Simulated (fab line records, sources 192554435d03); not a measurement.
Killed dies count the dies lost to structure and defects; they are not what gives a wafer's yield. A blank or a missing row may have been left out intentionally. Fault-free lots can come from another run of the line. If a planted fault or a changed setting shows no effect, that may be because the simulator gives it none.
A lot that was struck, set against a sound lot :: flow n5_finfet :: 41 steps out of a route of 1938
Sound: wafers L782.1, L782.2, L782.6. Struck: wafer L768.6; the same lot's L768.1 was not struck, so it is left out; see the end for the cause.
Per side, at each step with rows, come the tool, then ch with its chambers, and then its first start. Under that, the readings that differ: sound wafers :: struck wafers :: difference of the means :: sigmas: that difference in standard deviations of wafers without a fault.
alike: readings with means less than 2 such deviations apart, plus words and numbers identical on both sides. not compared: withheld readings, readings lacking a value on some wafer, bounds such as >300 that could conceal the same value, and numbers that have no deviation in the record and whose values overlap.
Wherever a step has rows on one side only, a row that says differs or no value, or a row with sigmas, the two part there. Numbers that have no deviation but don't overlap get no sigmas and don't part them. A reading that every wafer of one side lacks parts them only if that side has two wafers or more.

first, 9 steps without rows for these wafers: N5_MOL_CONTACT_COAG_PRE_CLEAN_121; N5_MOL_CONTACT_COAG_CVD_140 (deposits W, target thk 66.5 nm, time 215 s); N5_MOL_CONTACT_COAG_PRECLEAN_127 (cleans in DIW, time 57.5 s); N5_MOL_CONTACT_COAG_SRD_128 (dry time 32 s); N5_MOL_CONTACT_COAG_CMP_52 (polishes, stops on SiO2, t overpolish 1.5 s, target thk 66.5 nm); N5_MOL_CONTACT_COAG_ANNEAL_112 (time 1800 s); N5_BEOL_M0_SAQP_PECVD_00 (deposits SiCN from 3MS/NH3, target thk 8 nm, time 14 s); N5_BEOL_M0_SAQP_ILD_DEP_01 (deposits SiOC from DEMS/O2, target thk 45.419 nm, time 8.7 s); N5_BEOL_M0_SAQP_HM_DEP_02 (deposits TiN, target thk 12 nm).
N5_BEOL_M0_SAQP_PECVD_03: deposits SiCN from 3MS/NH3, target thk 12 nm, time 21.1 s.
  sound on pecvd-04 ch 1,2, day 11 07:38; struck on pecvd-04 ch 1, day 7 21:28
reading: run_length_s (s)
sound: 51.1 51.2 50.9
struck: 58.1
difference: +7.0
sigmas: +12

reading: model.SiCN_of_BEOL_M0_SAQP_PECVD_03.thk_nm (nm)
sound: 11.8 11.4 11.8
struck: 15.2
difference: +3.5
sigmas: 
  alike: chamber_pressure_Torr, showerhead_plenum_p_Torr, throttle_valve_pct
then, 25 steps without rows for these wafers: N5_BEOL_M0_SAQP_PECVD_96 (deposits a-Si from SiH4/He, target thk 45 nm, time 45.2 s); N5_BEOL_M0_SAQP_PECVD_97 (deposits SiNx from SiH4/NH3/N2, target thk 23 nm, time 19.9 s); N5_BEOL_M0_SAQP_PECVD_04 (deposits a-Si from SiH4/He, target thk 60 nm, time 60.2 s); N5_BEOL_M0_SAQP_HM_DEP_111 (deposits SiO2 from SiH4/N2O, target thk 12 nm, time 7.2 s); N5_BEOL_M0_SAQP_COAT_81 (time 60 s, resist thk 100 nm); N5_BEOL_M0_SAQP_COAT_82 (time 60 s, resist thk 30 nm); N5_BEOL_M0_SAQP_COAT_08 (resist thk 90 nm); N5_BEOL_M0_SAQP_EBR_10; N5_BEOL_M0_SAQP_SOFTBAKE_09 (time 60 s); N5_BEOL_M0_SAQP_EXPOSE_11 (exposes mask M0 CORE, target cd 42 nm); N5_BEOL_M0_SAQP_PEB_12 (peb time 60 s); N5_BEOL_M0_SAQP_DEVELOP_13 (develop time 30 s); N5_BEOL_M0_SAQP_DESCUM_19 (chemistry O2, time 7.9 s); N5_BEOL_M0_SAQP_ETCH_83 (etches SiARC in CF4, target depth 39 nm, time 65 s); N5_BEOL_M0_SAQP_ETCH_84 (etches SOC in N2/H2, target depth 100 nm, overetch 20 nm, time 150 s); N5_BEOL_M0_SAQP_STRIP_80 (strips in N2/H2); N5_BEOL_M0_SAQP_HM_OPEN_112 (chemistry CHF3/O2, target SiO2, stops on a-Si, target depth 12 nm, time 13.5 s); N5_BEOL_M0_SAQP_STRIP_113 (strips in CHF3/O2); N5_BEOL_M0_SAQP_MANDREL_ETCH_20 (etches a-Si in HBr/Cl2, stops on SiNx, target depth 60 nm, bt time 10 s, time 30 s); N5_BEOL_M0_SAQP_STRIP_86 (strips in N2/H2); N5_BEOL_M0_SAQP_STRIP_115 (strips in post etch residue remover, time 60 s); N5_BEOL_M0_SAQP_SRD_93 (time 30 s); N5_BEOL_M0_SAQP_RECESS_114 (chemistry HF/NH3, target SiO2, target depth 14.4 nm, afs cycles 3, sublimation time 60 s); N5_BEOL_M0_SAQP_SPACER1_ALD_98 (deposits SiO2, target thk 12.8 nm, pulse time 1 s, purge time 2 s); N5_BEOL_M0_SAQP_SPACER1_ETCHBACK_99 (etches SiO2 in CHF3/O2, target depth 15.4 nm, time 7.7 s).
N5_BEOL_M0_SAQP_RECESS_109: chemistry HF/NH3, target SiO2, target depth 3 nm, afs cycles 1, sublimation time 60 s.
  sound on vapor_etch-02 ch 0,1, day 11 11:03; struck on vapor_etch-01 ch 0, day 8 01:01
reading: drypump_motor_current_A (A)
sound: 5.70 5.42 5.40
struck: 6.03
difference: +0.52
sigmas: +2

reading: model.SiCN_of_BEOL_M0_SAQP_PECVD_03.thk_nm (nm)
sound: 8.2 7.8 8.2
struck: 11.6
difference: +3.5
sigmas: 
  alike: foreline_p_Torr, temp_c
N5_BEOL_M0_ETCH_138: etches SiCN in CH3F/O2, target depth 12 nm, time 31.6 s.
  sound on rie_diel-06 ch 1,3, day 11 14:05; struck on rie_diel-06 ch 1, day 8 03:50
reading: etch_rf_on_time_s (s)
sound: 27.6 26.7 28.3
struck: 31.1
difference: +3.6
sigmas: +3

reading: model.etch.depth_nm (nm)
sound: 8.227 7.808 8.237
struck: 9.231
difference: +1.140
sigmas: 

reading: model.SiO2_of_BEOL_M0_SAQP_SPACER2_ALD_26.thk_nm (nm)
sound: 5 5.4 5.2
struck: 4.8
difference: -0.4
sigmas: 
  alike: drypump_motor_current_A, oes_product_au, rf_vpp_V, showerhead_plenum_p_Torr, throttle_valve_pct
  not compared: rf_hours_counter_h
N5_BEOL_M0_HM_OPEN_105: chemistry Cl2/BCl3, target TiN, target depth 12 nm.
  sound on rie_metal-03 ch 0, day 11 16:05; struck on rie_metal-01 ch 0, day 8 05:14
reading: oes_product_au (a.u.)
sound: 0.81 0.81 0.82
struck: 0.61
difference: -0.20
sigmas: -3

reading: model.SiO2_of_BEOL_M0_SAQP_SPACER2_ALD_26.thk_nm (nm)
sound: 2.6 3 2.8
struck: 2.4
difference: -0.4
sigmas: 
  alike: drypump_motor_current_A, throttle_valve_pct
  not compared: rf_hours_counter_h
N5_BEOL_M0_ETCH_128: etches SiCN in CF4/N2, target depth 12 nm, overetch 5.1 nm, time 21.4 s.
  sound on rie_diel-02 ch 1,2,3, day 11 16:50; struck on rie_diel-06 ch 1, day 8 05:49
reading: drypump_motor_current_A (A)
sound: 5.6 5.2 4.8
struck: 6.2
difference: +1.0
sigmas: +2

reading: oes_product_au (a.u.)
sound: 0.47 0.67 0.50
struck: 0.72
difference: +0.17
sigmas: +3
  alike: cf4_flow_sccm, n2_flow_sccm, rf_vpp_V, showerhead_plenum_p_Torr, throttle_valve_pct
  not compared: rf_hours_counter_h, model.etch.depth_nm
N5_BEOL_M4_RC_MEAS_101:
  sound on prober-02 ch 0, day 13 13:27; struck on prober-02 ch 0, day 10 01:52
  alike: DIBL_N, DIBL_P, IOFF_N, IOFF_P, ION_N, ION_P, SS_N, SS_P, VT_N, VT_P
-- here the record skips 5 days between the struck wafers' starts before and after, leaving off in module BEOL_M4 and picking up in module PASSIVATION (first step shown: number 1936 of the route) --
N5_PASSIVATION_PROBE_49:
  only the struck wafers here have rows in the record (prober-01, day 14 13:53); the sound ones have none

== WHERE THEY PART ==
Last at N5_PASSIVATION_PROBE_49 as far as this record goes, first at N5_BEOL_M0_SAQP_PECVD_03.

WHY: the cause the simulator had injected
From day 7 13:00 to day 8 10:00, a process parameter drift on pecvd-04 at N5_BEOL_M0_SAQP_PECVD_03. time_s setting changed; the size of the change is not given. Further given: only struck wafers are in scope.
